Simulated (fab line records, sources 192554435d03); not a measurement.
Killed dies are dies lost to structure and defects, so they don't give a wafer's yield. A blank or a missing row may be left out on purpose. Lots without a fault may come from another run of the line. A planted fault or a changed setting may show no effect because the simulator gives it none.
Which tool did it? | flow n5_finfet | 12 lots, 36 wafers sampled, at 1 step of a route of 1938

WHAT THE GAUGES READ, wafer by wafer
N5_BEOL_M7_THK_MEAS_01.
lot  | measured     | on            | M7_ILD_THK (nm)
L074 | day 9 06:55  | film_metro-02 | 155.9 157.3 153.9
L077 | day 10 03:45 | film_metro-01 | 150.0 153.8 156.0
L079 | day 10 09:08 | film_metro-02 | 153.8 152.6 154.8
L080 | day 10 10:08 | film_metro-02 | 154.1 151.4 154.1
L083 | day 11 10:42 | film_metro-01 | 152.1 156.6 156.3
L085 | day 11 14:11 | film_metro-01 | 154.1 157.7 157.2
L087 | day 12 06:49 | film_metro-02 | 153.7 153.6 157.1
L088 | day 12 11:33 | film_metro-01 | 154.0 155.4 157.9
L091 | day 12 20:06 | film_metro-02 | 151.2 153.0 153.1
L092 | day 13 17:09 | film_metro-01 | 154.3 157.9 153.9
L094 | day 14 04:25 | film_metro-02 | 149.8 153.6 152.9
L097 | day 14 09:52 | film_metro-01 | 152.7 158.0 155.2

WHICH TOOL RAN EACH LOT (tool, then ch and the chambers of the sampled wafers, then the start)
The record holds no process step before these readings.

THE ANSWER, worked out from the rows above alone
Rule: what is usual is taken from the lots themselves. Put in order of their means at a reading, lots are off if they are a third of the lots or fewer, leave a main group of 4 or more, and stand apart from it by a gap of 3 or more times the standard deviation of the main group's means; of several such gaps the widest counts. A main group whose means are all the same, to the digits that the tables above print for the reading, isn't used. A lot without any number at a reading at which 4 lots or more have one is off too. The other lots that the step has rows for count as sound.
No lot is off at any reading shown: from this, nothing can be told.

WHAT THE SIMULATOR HAD PUT IN
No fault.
